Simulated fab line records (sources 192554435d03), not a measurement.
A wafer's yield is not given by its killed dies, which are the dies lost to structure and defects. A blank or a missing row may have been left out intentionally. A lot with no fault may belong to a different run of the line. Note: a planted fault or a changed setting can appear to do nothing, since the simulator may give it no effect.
fab line records	flow n5_finfet
record: lots: 24	wafers: 72	last_day: 18
route steps=1938 shown BEOL_M5@1112
lots that met no fault: from a run of the same line without faults
start_h: the number of hours between the record's first day and the start of the first shown wafer of the lot	wait_h: hours since the lot's step before	" the same as in the row above	L1.1+2: a row that stands for several wafers	- either no value or no given start	* or withheld: withheld	< > ~ a bound
route shown NAME@n: names a module that has steps shown in the file, with the first one's number in the route	usual: mean/standard deviation taken from wafers without a fault	same: alike in all rows	chamber/n: place in a boat	sites: per-site readings	_std_site: how widely they spread, as a standard deviation	_edge_site: mean of outer sites minus mean of inner sites	radius_mm: for every site, how far away it sits from the centre of the wafer	mask NAME#n: copy n	behind: the most recent tool/chamber to have shaped the wafer	hold: reason for holding the lot/hours on hold/outcome of the hold	device: whichever transistor did not switch (one of n, p or np)	end of line: the same wafers' tests at the end of the route	a step with no rows: only its recipe	killed: count of dies lost to structure and defects at first sort (not the wafer's yield)	map: a wafer's dies, x killed, . not, _ none there
set.NAME: the run value of the setting; set.NAME@STEP: its run value at that earlier step	model.NAME: the simulator's own value behind a step, which no gauge read
a sample of lots followed through the steps of the route, with each step as a table and each wafer as a row
services: from which hour (start_h, from the record's first day; less than 0 if before it) a tool's chamber was out of use, for how many hours, and why
== steps ==
step: N5_BEOL_M5_ILD_DEP_00
recipe: material: SiCOH_lowk	target_thk_a: 1406.4	temp_c: 300	precursor: DEMS/porogen	pressure_torr: 5	rf_w: 500	time_s: 25.9
usual: chamber_pressure_Torr: 5.001/0.0097	heater_power_w: 278/39	showerhead_plenum_p_Torr: 5.736/0.015	showerhead_vpp_V: 1366/51	throttle_valve_pct: 13.8/1.1
lot.wafer	tool	chamber	start_h	wait_h	chamber_pressure_Torr	heater_power_w	showerhead_plenum_p_Torr	showerhead_vpp_V	since_wet_clean_h	throttle_valve_pct
L074.1	pecvd-04	1	164.31	0.8	5.008	256	5.735	1415	1412	14.2
L074.5	"	1	"	"	5.001	200	5.743	1402	-	14.1
L074.6	"	2	"	"	5.004	276	5.742	1407	-	14.4
L075.3	pecvd-04	2	170.72	0.5	5.015	270	5.739	1404	2143	14.4
L075.4	"	1	"	"	4.995	225	5.747	1413	-	13.8
L075.6	"	0	"	"	5.007	279	5.705	1425	-	15.1
L076.1	pecvd-02	1	180.52	0.8	4.996	338	5.716	1361	1972	14.8
L076.3	"	0	"	"	5.014	371	5.741	1318	1247	14.6
L076.5	"	2	"	"	4.990	291	5.733	1410	-	13.1
L077.1	pecvd-01	2	189.39	0.8	5.010	296	5.756	1363	139	12.3
L077.4	"	2	"	"	4.995	304	5.750	1365	-	12.6
L077.5	"	1	"	"	4.989	225	5.736	1376	-	14.9
L078.1	pecvd-02	0	189.54	0.8	5.013	370	5.736	1320	1256	14.9
L078.3	"	1	"	"	5.019	296	5.740	1371	1981	15.0
L078.5	"	1	"	"	5.004	296	5.713	1348	-	14.5
L079.2	pecvd-01	0	192.75	0.7	5.021	320	5.712	1267	897	12.8
L079.3	"	1	"	"	5.005	239	5.754	1379	1622	14.7
L079.6	"	0	"	"	4.999	325	5.714	1264	-	12.9
L080.3	pecvd-02	2	216.24	0.5	4.993	301	5.731	1457	517	13.1
L080.5	"	1	"	"	4.996	335	5.741	1356	-	14.4
L080.6	"	0	"	"	4.966	349	5.736	1311	-	14.8
L081.1	pecvd-01	0	222.63	0.8	5.005	295	5.717	1258	927	13.0
L081.3	"	2	"	"	4.997	288	5.757	1376	173	12.3
L081.6	"	2	"	"	5.002	289	5.759	1380	-	12.5
L083.1	pecvd-01	0	226.38	0.8	5.012	304	5.736	1258	930	13.2
L083.2	"	2	"	"	4.998	306	5.746	1365	176	12.2
L083.3	"	1	"	"	4.981	231	5.761	1356	1655	14.8
L082.1	pecvd-01	0	238.14	0.8	5.011	317	5.729	1240	942	13.0
L082.4	"	2	"	"	5.002	308	5.767	1363	-	12.3
L082.5	"	1	"	"	5.017	264	5.749	1395	-	14.6
L084.2	pecvd-02	0	252.37	0.7	5.012	376	5.730	1319	1319	14.7
L084.4	"	0	"	"	4.998	299	5.741	1330	-	14.8
L084.5	"	1	"	"	5.012	323	5.729	1371	-	14.6
L085.1	pecvd-04	2	253.02	0.8	4.996	276	5.730	1392	17	11.9
L085.3	"	0	"	"	5.002	279	5.712	1426	776	15.2
L085.6	"	0	"	"	5.002	288	5.727	1407	-	15.0
L086.1	pecvd-01	1	254.20	0.8	5.015	241	5.736	1360	1683	14.9
L086.3	"	0	"	"	5.001	323	5.713	1279	958	13.3
L086.4	"	0	"	"	5.002	327	5.735	1273	-	12.9
L087.1	pecvd-01	0	257.99	0.8	5.004	322	5.711	1257	962	13.3
L087.2	"	1	"	"	5.008	216	5.748	1388	1687	14.8
L087.5	"	2	"	"	4.982	248	5.751	1361	-	12.4
L089.2	pecvd-04	1	259.03	0.7	5.004	239	5.746	1382	1507	14.1
L089.3	"	0	"	"	5.010	232	5.725	1400	782	15.1
L089.5	"	2	"	"	5.003	259	5.721	1393	-	12.2
L088.3	pecvd-01	1	259.86	0.5	5.012	273	5.745	1350	1689	14.9
L088.4	"	0	"	"	5.013	287	5.724	1279	-	13.2
L088.5	"	1	"	"	5.023	261	5.749	1378	-	15.0
L090.2	pecvd-01	1	263.63	0.7	4.993	254	5.745	1353	1693	14.7
L090.5	"	1	"	"	4.994	259	5.752	1382	-	14.9
L090.6	"	2	"	"	5.005	281	5.752	1352	-	12.4
L091.2	pecvd-04	0	284.33	0.7	4.980	239	5.712	1429	807	15.1
L091.5	"	1	"	"	5.000	252	5.745	1399	-	14.2
L091.6	"	2	"	"	4.997	213	5.742	1420	-	12.2
L092.1	pecvd-02	1	285.16	0.8	5.004	308	5.724	1363	2077	14.8
L092.2	"	2	"	"	4.994	262	5.727	1444	586	13.3
L092.5	"	1	"	"	4.997	319	5.718	1349	-	14.8
L093.3	pecvd-01	0	288.80	0.5	4.990	277	5.724	1275	993	13.4
L093.4	"	2	"	"	4.998	299	5.746	1374	-	11.9
L093.6	"	1	"	"	4.998	251	5.747	1385	-	14.8
L094.3	pecvd-02	2	311.31	0.5	4.993	280	5.741	1420	612	13.2
L094.4	"	1	"	"	4.996	288	5.712	1388	-	14.5
L094.5	"	2	"	"	4.998	286	5.752	1424	-	13.3
L095.1	pecvd-04	2	311.40	0.8	5.003	236	5.718	1395	75	12.4
L095.4	"	2	"	"	5.001	243	5.727	1370	-	12.4
L095.6	"	0	"	"	5.006	282	5.712	1410	-	15.2
L096.2	pecvd-04	2	312.93	0.7	4.998	272	5.740	1404	77	12.4
L096.3	"	0	"	"	4.992	271	5.712	1442	836	15.5
L096.4	"	1	"	"	5.003	216	5.738	1380	-	14.0
L097.1	pecvd-04	1	318.09	0.8	4.998	221	5.754	1393	1566	13.9
L097.3	"	0	"	"	4.978	249	5.713	1405	841	15.5
L097.6	"	0	"	"	4.999	254	5.737	1397	-	15.5
step: N5_BEOL_M5_ETCH_61
recipe: chemistry: CF4	target: SiARC	target_depth_a: 156	mask_material: CAR-EUV	time_s: 26	ion_energy_ev: 80	pressure_mtorr: 40	source_w: 545	bias_w: 36	Ar_flow_sccm: 100	cf4_flow_sccm: 100	ends: cleared
usual: drypump_motor_current_A: 5.5/0.33	etch_rf_on_time_s: 26.0/0.79	oes_product_au: 0.66/0.063	rf_vpp_V: 184.0/1	showerhead_plenum_p_Torr: 2.14/0.067	throttle_valve_pct: 15.67/0.18
lot.wafer	tool	chamber	start_h	wait_h	drypump_motor_current_A	etch_rf_on_time_s	oes_product_au	rf_hours_counter_h	rf_vpp_V	showerhead_plenum_p_Torr	throttle_valve_pct
L074.1	rie_diel-04	3	165.81	0.0	5.4	25.8	0.62	191	184.2	2.22	15.78
L074.5	"	0	"	"	5.7	26.7	0.73	-	183.0	2.11	15.52
L074.6	"	3	"	"	5.4	25.8	0.62	-	183.9	2.22	15.75
L075.3	rie_diel-04	0	172.37	0.0	5.6	26.6	0.73	50	183.3	2.11	15.51
L075.4	"	1	"	"	5.0	27.7	0.57	223	184.6	2.11	15.83
L075.6	"	2	"	"	5.7	26.5	0.62	-	182.6	2.06	15.62
L076.1	rie_diel-04	2	184.64	0.0	5.7	26.7	0.61	165	183.0	2.05	15.63
L076.3	"	0	"	"	5.7	27.0	0.73	54	183.8	2.11	15.51
L076.5	"	2	"	"	5.7	26.7	0.61	-	182.5	2.06	15.62
L077.1	rie_diel-06	2	191.58	0.0	6.1	25.5	0.67	134	185.1	2.14	15.60
L077.4	"	1	"	"	5.4	25.1	0.73	-	184.0	2.09	15.78
L077.5	"	0	"	"	5.6	25.3	0.64	-	185.1	2.23	15.65
L078.1	rie_diel-06	0	191.81	0.0	5.6	25.3	0.63	161	186.2	2.23	15.66
L078.3	"	1	"	"	5.4	25.2	0.73	67	183.4	2.09	15.79
L078.5	"	0	"	"	5.6	25.5	0.64	-	184.9	2.23	15.67
L079.2	rie_diel-04	0	194.74	0.0	5.7	27.1	0.71	57	184.0	2.11	15.51
L079.3	"	3	"	"	5.4	26.1	0.61	201	185.8	2.22	15.79
L079.6	"	2	"	"	5.7	26.7	0.61	-	183.5	2.05	15.65
L080.3	rie_diel-02	1	217.89	0.0	6.0	26.2	0.60	214	182.9	2.12	15.84
L080.5	"	3	"	"	5.7	25.6	0.75	-	184.4	2.25	15.76
L080.6	"	0	"	"	4.8	26.7	0.58	-	184.2	2.13	16.04
L081.1	rie_diel-06	2	225.00	0.0	6.1	25.4	0.66	142	184.1	2.14	15.63
L081.3	"	1	"	"	5.4	25.3	0.71	75	183.8	2.09	15.82
L081.6	"	0	"	"	5.6	25.3	0.64	-	184.9	2.22	15.68
L083.1	rie_diel-04	1	228.62	0.0	5.0	28.0	0.57	243	183.3	2.10	15.88
L083.2	"	3	"	"	5.4	25.7	0.61	212	183.6	2.22	15.82
L083.3	"	1	"	"	5.0	28.1	0.56	-	183.4	2.10	15.89
L082.1	rie_diel-04	0	240.31	0.0	5.7	27.3	0.71	68	184.2	2.10	15.54
L082.4	"	1	"	"	5.0	28.3	0.56	247	184.6	2.10	15.90
L082.5	"	2	"	"	5.7	26.6	0.60	-	182.5	2.05	15.66
L084.2	rie_diel-06	2	254.96	0.0	6.1	25.3	0.65	151	183.7	2.13	15.65
L084.4	"	3	"	"	5.2	26.3	0.71	60	185.0	2.25	15.35
L084.5	"	0	"	"	5.6	25.6	0.62	-	185.6	2.22	15.72
L085.1	rie_diel-06	1	255.18	0.0	5.4	25.4	0.71	84	182.1	2.09	15.83
L085.3	"	3	"	"	5.2	26.2	0.71	60	185.5	2.25	15.36
L085.6	"	3	"	"	5.2	26.2	0.71	-	185.3	2.25	15.33
L086.1	rie_diel-04	3	257.93	0.0	5.4	25.4	0.60	222	185.5	2.21	15.84
L086.3	"	2	"	"	5.7	25.9	0.60	191	183.5	2.05	15.67
L086.4	"	2	"	"	5.7	26.1	0.60	-	183.8	2.05	15.67
L087.1	rie_diel-06	0	263.80	0.0	5.6	25.3	0.62	179	186.0	2.22	15.69
L087.2	"	2	"	"	6.1	25.1	0.66	153	184.4	2.13	15.67
L087.5	"	3	"	"	5.2	25.9	0.71	-	184.4	2.25	15.37
L089.2	rie_diel-04	3	263.96	0.0	5.4	25.8	0.61	223	185.3	2.21	15.84
L089.3	"	1	"	"	5.0	26.5	0.83	0	182.8	2.10	15.38
L089.5	"	1	"	"	5.0	26.8	0.83	-	183.6	2.10	15.37
L088.3	rie_diel-06	0	264.53	0.0	5.6	25.4	0.63	180	184.7	2.22	15.70
L088.4	"	1	"	"	5.5	25.1	0.71	87	183.9	2.09	15.82
L088.5	"	2	"	"	6.1	25.1	0.65	-	183.6	2.13	15.66
L090.2	rie_diel-06	2	265.36	0.0	6.1	25.4	0.65	154	183.4	2.13	15.66
L090.5	"	2	"	"	6.1	25.7	0.65	-	184.5	2.13	15.64
L090.6	"	1	"	"	5.4	25.6	0.70	-	183.6	2.09	15.84
L091.2	rie_diel-04	1	287.46	0.0	5.0	27.3	0.79	6	183.1	2.09	15.40
L091.5	"	3	"	"	5.4	25.7	0.60	-	184.2	2.21	15.86
L091.6	"	2	"	"	5.7	26.5	0.60	-	182.5	2.04	15.68
L092.1	rie_diel-06	2	287.91	0.0	6.1	25.2	0.65	161	184.3	2.13	15.68
L092.2	"	3	"	"	5.2	26.4	0.71	66	185.1	2.25	15.37
L092.5	"	1	"	"	5.4	25.3	0.70	-	183.5	2.09	15.83
L093.3	rie_diel-02	1	290.79	0.0	6.0	25.9	0.59	236	185.3	2.12	15.89
L093.4	"	2	"	"	5.8	24.8	0.76	45	182.4	2.09	15.21
L093.6	"	2	"	"	5.8	24.9	0.77	-	183.1	2.09	15.24
L094.3	rie_diel-06	0	313.88	0.0	5.6	25.4	0.61	193	184.6	2.22	15.73
L094.4	"	2	"	"	6.1	25.3	0.65	166	184.8	2.13	15.68
L094.5	"	2	"	"	6.1	25.5	0.64	-	183.7	2.13	15.68
L095.1	rie_diel-04	3	314.15	0.0	5.4	25.5	0.59	236	185.1	2.21	15.87
L095.4	"	1	"	"	5.0	27.0	0.78	14	183.0	2.09	15.39
L095.6	"	3	"	"	5.4	25.7	0.60	-	186.6	2.21	15.88
L096.2	rie_diel-04	2	314.37	0.0	5.7	26.5	0.60	204	183.1	2.04	15.70
L096.3	"	1	"	"	5.0	27.3	0.76	14	182.6	2.09	15.39
L096.4	"	3	"	"	5.4	25.6	0.60	237	185.7	2.21	15.88
L097.1	rie_diel-02	1	324.41	0.0	6.0	26.4	0.58	246	184.0	2.11	15.89
L097.3	"	3	"	"	5.7	25.9	0.71	84	184.3	2.24	15.83
L097.6	"	3	"	"	5.7	26.1	0.70	-	185.3	2.24	15.81
step: N5_BEOL_M5_OVL_MEAS_29
recipe: points_per_wafer: 522
usual: V4_OVL: -0.2/0.72
lot.wafer	tool	chamber	start_h	wait_h	V4_OVL[nm]
L074.1	overlay-02	0	168.02	0.0	0.7
L074.5	"	0	"	"	-0.8
L074.6	"	0	"	"	-0.3
L075.3	overlay-02	0	173.83	0.0	-0.4
L075.4	"	0	"	"	-0.6
L075.6	"	0	"	"	-0.4
L076.1	overlay-02	0	187.29	0.0	0.0
L076.3	"	0	"	"	-0.2
L076.5	"	0	"	"	-0.6
L077.1	overlay-01	0	192.33	0.0	-0.7
L077.4	"	0	"	"	-0.7
L077.5	"	0	"	"	-0.9
L078.1	overlay-02	0	192.68	0.0	-0.2
L078.3	"	0	"	"	-0.3
L078.5	"	0	"	"	-0.5
L079.2	overlay-01	0	199.31	0.0	1.3
L079.3	"	0	"	"	1.0
L079.6	"	0	"	"	0.3
L080.3	overlay-01	0	218.95	0.0	0.1
L080.5	"	0	"	"	-0.2
L080.6	"	0	"	"	0.1
L081.1	overlay-02	0	227.17	0.0	-1.4
L081.3	"	0	"	"	-1.7
L081.6	"	0	"	"	-0.4
L083.1	overlay-01	0	229.98	0.1	-2.1
L083.2	"	0	"	"	-1.1
L083.3	"	0	"	"	-0.7
L082.1	overlay-01	0	241.58	0.0	-1.0
L082.4	"	0	"	"	-0.9
L082.5	"	0	"	"	-0.8
L085.1	overlay-01	0	256.96	0.0	-0.5
L085.3	"	0	"	"	0.1
L085.6	"	0	"	"	0.5
L084.2	overlay-01	0	257.15	0.0	-0.7
L084.4	"	0	"	"	0.6
L084.5	"	0	"	"	0.1
L086.1	overlay-02	0	263.04	0.0	-0.1
L086.3	"	0	"	"	0.0
L086.4	"	0	"	"	-1.3
L089.2	overlay-01	0	265.62	0.0	0.3
L089.3	"	0	"	"	1.1
L089.5	"	0	"	"	1.4
L087.1	overlay-02	0	265.66	0.0	-0.1
L087.2	"	0	"	"	0.3
L087.5	"	0	"	"	0.4
L088.3	overlay-01	0	265.84	0.0	0.6
L088.4	"	0	"	"	-0.2
L088.5	"	0	"	"	1.5
L090.2	overlay-02	0	271.82	0.0	1.1
L090.5	"	0	"	"	0.4
L090.6	"	0	"	"	0.7
L091.2	overlay-02	0	289.65	0.0	0.4
L091.5	"	0	"	"	0.2
L091.6	"	0	"	"	0.3
L092.1	overlay-02	0	289.82	0.0	-0.2
L092.2	"	0	"	"	0.5
L092.5	"	0	"	"	0.0
L093.3	overlay-02	0	293.80	0.0	-0.9
L093.4	"	0	"	"	-1.1
L093.6	"	0	"	"	-0.2
L094.3	overlay-01	0	315.89	0.0	-0.3
L094.4	"	0	"	"	-0.5
L094.5	"	0	"	"	-0.7
L095.1	overlay-01	0	316.05	0.0	-0.6
L095.4	"	0	"	"	1.0
L095.6	"	0	"	"	0.9
L096.2	overlay-01	0	316.23	0.0	-0.1
L096.3	"	0	"	"	-0.4
L096.4	"	0	"	"	-0.2
L097.1	overlay-01	0	325.34	0.0	-0.6
L097.3	"	0	"	"	-0.7
L097.6	"	0	"	"	-1.0
step: N5_BEOL_M5_ANNEAL_49
recipe: temp_c: 400	time_s: 1800	ambient: vacuum
usual: heater_power_w: 803/85	susceptor_temp_C_max: 400.9/0.32
lot.wafer	tool	chamber	start_h	wait_h	heater_power_w	susceptor_temp_C_max
L074.1	pvd_sputter-02	-	170.26	0.0	831	401.0
L074.5	"	-	"	"	684	401.3
L074.6	"	-	"	"	888	401.4
L075.3	pvd_sputter-02	-	176.16	0.0	675	400.8
L075.4	"	-	"	"	830	401.1
L075.6	"	-	"	"	839	401.5
L076.1	pvd_sputter-03	-	189.85	0.0	809	400.7
L076.3	"	-	"	"	701	401.1
L076.5	"	-	"	"	726	400.8
L077.1	pvd_sputter-02	-	194.75	0.0	669	400.8
L077.4	"	-	"	"	889	401.1
L077.5	"	-	"	"	884	400.8
L078.1	pvd_sputter-03	-	194.84	0.0	728	400.6
L078.3	"	-	"	"	696	401.4
L078.5	"	-	"	"	814	401.3
L079.2	pvd_sputter-03	-	201.27	0.0	728	400.5
L079.3	"	-	"	"	780	400.6
L079.6	"	-	"	"	690	401.7
L080.3	pvd_sputter-03	-	221.39	0.0	825	401.1
L080.5	"	-	"	"	940	400.7
L080.6	"	-	"	"	704	401.3
L081.1	pvd_sputter-03	-	229.86	0.0	698	400.9
L081.3	"	-	"	"	946	401.0
L081.6	"	-	"	"	933	401.0
L083.1	pvd_sputter-01	-	232.23	0.0	868	401.2
L083.2	"	-	"	"	740	401.0
L083.3	"	-	"	"	839	401.1
L082.1	pvd_sputter-02	-	243.47	0.0	810	400.9
L082.4	"	-	"	"	845	400.8
L082.5	"	-	"	"	807	400.5
L085.1	pvd_sputter-02	-	258.81	0.0	839	400.8
L085.3	"	-	"	"	863	400.3
L085.6	"	-	"	"	805	401.2
L084.2	pvd_sputter-01	-	261.73	0.0	853	400.9
L084.4	"	-	"	"	732	400.4
L084.5	"	-	"	"	801	400.5
L086.1	pvd_sputter-02	-	265.00	0.0	682	400.8
L086.3	"	-	"	"	832	400.8
L086.4	"	-	"	"	846	400.7
L089.2	pvd_sputter-01	-	267.37	0.0	756	400.8
L089.3	"	-	"	"	828	400.8
L089.5	"	-	"	"	748	400.7
L087.1	pvd_sputter-03	-	269.11	0.0	940	400.6
L087.2	"	-	"	"	802	400.8
L087.5	"	-	"	"	667	401.2
L088.3	pvd_sputter-02	-	269.55	0.0	670	400.5
L088.4	"	-	"	"	837	400.7
L088.5	"	-	"	"	857	401.3
L090.2	pvd_sputter-03	-	273.90	0.0	810	401.2
L090.5	"	-	"	"	698	401.8
L090.6	"	-	"	"	722	401.1
L091.2	pvd_sputter-02	-	291.94	0.0	823	401.2
L091.5	"	-	"	"	835	401.3
L091.6	"	-	"	"	691	401.0
L092.1	pvd_sputter-03	-	293.48	0.0	812	400.9
L092.2	"	-	"	"	959	400.1
L092.5	"	-	"	"	794	401.1
L093.3	pvd_sputter-01	-	296.15	0.0	802	401.2
L093.4	"	-	"	"	885	401.4
L093.6	"	-	"	"	795	401.1
L094.3	pvd_sputter-02	-	318.08	0.0	823	400.7
L094.4	"	-	"	"	867	401.2
L094.5	"	-	"	"	675	400.5
L095.1	pvd_sputter-01	-	319.10	0.0	930	401.1
L095.4	"	-	"	"	863	401.3
L095.6	"	-	"	"	736	401.2
L096.2	pvd_sputter-03	-	321.25	0.0	725	400.3
L096.3	"	-	"	"	944	401.0
L096.4	"	-	"	"	822	401.4
L097.1	pvd_sputter-02	-	327.45	0.0	821	400.7
L097.3	"	-	"	"	665	400.9
L097.6	"	-	"	"	693	400.5
step: N5_BEOL_M5_THK_MEAS_53
recipe: thk_meas_gauge: xrf	reads: Cu_of_BEOL_M5_ECD_50
usual: M5_THK: 62.0/1.9
lot.wafer	tool	chamber	start_h	wait_h	M5_THK[nm]
L074.1	film_metro-02	-	175.32	-	60.2
L074.5	"	-	"	"	61.7
L074.6	"	-	"	"	63.9
L075.3	film_metro-02	-	181.22	-	63.9
L075.4	"	-	"	"	61.0
L075.6	"	-	"	"	65.0
L076.1	film_metro-01	-	194.92	-	61.8
L076.3	"	-	"	"	61.8
L076.5	"	-	"	"	60.0
L077.1	film_metro-02	-	199.81	-	63.8
L077.4	"	-	"	"	64.5
L077.5	"	-	"	"	61.7
L078.1	film_metro-01	-	199.92	-	59.3
L078.3	"	-	"	"	64.2
L078.5	"	-	"	"	60.0
L079.2	film_metro-02	-	206.33	-	62.4
L079.3	"	-	"	"	58.4
L079.6	"	-	"	"	60.0
L080.3	film_metro-01	-	226.90	-	65.1
L080.5	"	-	"	"	62.1
L080.6	"	-	"	"	64.3
L081.1	film_metro-02	-	234.94	-	61.2
L081.3	"	-	"	"	65.1
L081.6	"	-	"	"	63.1
L083.1	film_metro-02	-	237.40	-	58.9
L083.2	"	-	"	"	60.6
L083.3	"	-	"	"	62.3
L082.1	film_metro-02	-	248.59	-	63.6
L082.4	"	-	"	"	61.2
L082.5	"	-	"	"	62.5
L085.1	film_metro-01	-	263.87	-	61.3
L085.3	"	-	"	"	59.6
L085.6	"	-	"	"	61.0
L084.2	film_metro-02	-	266.81	-	62.3
L084.4	"	-	"	"	60.8
L084.5	"	-	"	"	63.1
L086.1	film_metro-02	-	270.06	-	66.9
L086.3	"	-	"	"	62.0
L086.4	"	-	"	"	61.9
L089.2	film_metro-02	-	272.43	-	61.0
L089.3	"	-	"	"	60.2
L089.5	"	-	"	"	62.2
L087.1	film_metro-01	-	274.18	-	63.3
L087.2	"	-	"	"	61.8
L087.5	"	-	"	"	59.6
L088.3	film_metro-01	-	274.61	-	62.8
L088.4	"	-	"	"	62.7
L088.5	"	-	"	"	64.7
L090.2	film_metro-02	-	278.96	-	60.4
L090.5	"	-	"	"	61.7
L090.6	"	-	"	"	63.2
L091.2	film_metro-01	-	297.42	-	62.8
L091.5	"	-	"	"	62.6
L091.6	"	-	"	"	61.4
L092.1	film_metro-01	-	298.54	-	63.5
L092.2	"	-	"	"	65.5
L092.5	"	-	"	"	61.6
L093.3	film_metro-01	-	303.09	-	61.4
L093.4	"	-	"	"	61.7
L093.6	"	-	"	"	62.3
L094.3	film_metro-02	-	323.14	-	62.2
L094.4	"	-	"	"	61.6
L094.5	"	-	"	"	61.8
L095.1	film_metro-01	-	324.16	-	63.6
L095.4	"	-	"	"	60.5
L095.6	"	-	"	"	59.9
L096.2	film_metro-01	-	326.62	-	57.7
L096.3	"	-	"	"	59.0
L096.4	"	-	"	"	59.2
L097.1	film_metro-02	-	332.80	-	63.0
L097.3	"	-	"	"	63.7
L097.6	"	-	"	"	63.7
step: N5_BEOL_M5_PRE_CLEAN_77
recipe: gas: NH3/H2	time_s: 15	temp_c: *	rf_power_w: 300
usual: heater_power_w: 88/22
lot.wafer	tool	chamber	start_h	wait_h	heater_power_w	since_wet_clean_h
L074.1	cvd_co-01	2	175.36	0.0	102	247
L074.5	"	2	"	"	99	-
L074.6	"	1	"	"	133	-
L075.3	cvd_co-02	1	181.28	0.1	76	45
L075.4	"	1	"	"	75	-
L075.6	"	2	"	"	72	-
L076.1	cvd_co-01	1	194.95	0.0	137	1174
L076.3	"	2	"	"	101	267
L076.5	"	0	"	"	87	-
L077.1	cvd_co-02	1	199.85	0.0	77	63
L077.4	"	2	"	"	72	-
L077.5	"	1	"	"	77	-
L078.1	cvd_co-01	0	199.95	0.0	88	741
L078.3	"	1	"	"	135	1179
L078.5	"	1	"	"	134	-
L079.2	cvd_co-02	1	206.37	0.0	76	70
L079.3	"	0	"	"	67	966
L079.6	"	0	"	"	66	-
L080.3	cvd_co-01	2	226.94	0.0	103	299
L080.5	"	1	"	"	135	-
L080.6	"	0	"	"	88	-
L081.1	cvd_co-02	0	234.97	0.0	68	995
L081.3	"	1	"	"	76	98
L081.6	"	2	"	"	74	-
L083.1	cvd_co-02	2	237.43	0.0	72	538
L083.2	"	0	"	"	65	997
L083.3	"	1	"	"	78	101
L082.1	cvd_co-01	2	248.63	0.0	105	321
L082.4	"	2	"	"	105	-
L082.5	"	1	"	"	138	-
L085.1	cvd_co-02	0	263.91	0.0	67	1024
L085.3	"	2	"	"	74	565
L085.6	"	2	"	"	74	-
L084.2	cvd_co-02	1	266.87	0.1	76	130
L084.4	"	1	"	"	78	-
L084.5	"	0	"	"	65	-
L086.1	cvd_co-01	0	270.10	0.0	90	811
L086.3	"	1	"	"	133	1249
L086.4	"	0	"	"	91	-
L089.2	cvd_co-02	0	272.46	0.0	66	1032
L089.3	"	1	"	"	79	136
L089.5	"	0	"	"	66	-
L087.1	cvd_co-02	2	274.21	0.0	74	575
L087.2	"	0	"	"	67	1034
L087.5	"	1	"	"	78	-
L088.3	cvd_co-02	1	274.64	0.0	75	138
L088.4	"	1	"	"	76	-
L088.5	"	0	"	"	69	-
L090.2	cvd_co-02	0	279.00	0.0	69	1039
L090.5	"	1	"	"	75	-
L090.6	"	0	"	"	68	-
L091.2	cvd_co-01	0	297.46	0.0	89	839
L091.5	"	0	"	"	89	-
L091.6	"	1	"	"	132	-
L092.1	cvd_co-01	2	298.58	0.0	105	371
L092.2	"	0	"	"	89	840
L092.5	"	2	"	"	104	-
L093.3	cvd_co-01	0	303.13	0.0	90	844
L093.4	"	2	"	"	110	-
L093.6	"	0	"	"	87	-
L094.3	cvd_co-02	2	323.18	0.0	75	624
L094.4	"	0	"	"	65	-
L094.5	"	2	"	"	73	-
L095.1	cvd_co-01	0	324.20	0.0	87	866
L095.4	"	2	"	"	106	-
L095.6	"	1	"	"	135	-
L096.2	cvd_co-02	1	326.88	0.3	77	190
L096.3	"	0	"	"	67	1087
L096.4	"	2	"	"	74	-
L097.1	cvd_co-02	0	332.88	0.1	66	1093
L097.3	"	1	"	"	79	196
L097.6	"	1	"	"	78	-
== services ==
tool	chamber	start_h	hours	kind
pecvd-01	2	146.37	5.5	scheduled_down
cvd_co-01	-	163.02	0.8	repair
pecvd-01	0	168.30	5.9	repair
rie_diel-06	3	176.37	19.3	repair
pecvd-04	1	178.07	2.1	scheduled_down
pecvd-02	0	182.67	2.3	repair
pecvd-02	-	184.08	0.6	repair
pecvd-04	2	204.83	2.1	scheduled_down
pecvd-04	2	206.96	-	clean
pecvd-04	2	206.96	-	consumable_replace:showerhead
rie_diel-04	0	222.79	11.3	repair
rie_diel-04	2	228.08	2.4	repair
pecvd-01	0	239.22	2.1	scheduled_down
rie_diel-04	1	249.86	-	clean
rie_diel-04	1	249.86	-	consumable_replace:focus_ring
rie_diel-04	1	249.86	12.2	scheduled_down
rie_diel-04	1	249.86	12.2	vent_cycle
pecvd-01	1	260.84	2.1	scheduled_down
rie_diel-06	2	299.45	8.1	repair
cvd_co-02	-	302.30	0.5	repair
pecvd-04	1	302.38	10.1	repair
cvd_co-01	-	305.44	6.9	pm
pvd_sputter-03	-	316.53	4.6	repair
pecvd-01	1	319.44	7.1	repair
== key ==
fault none
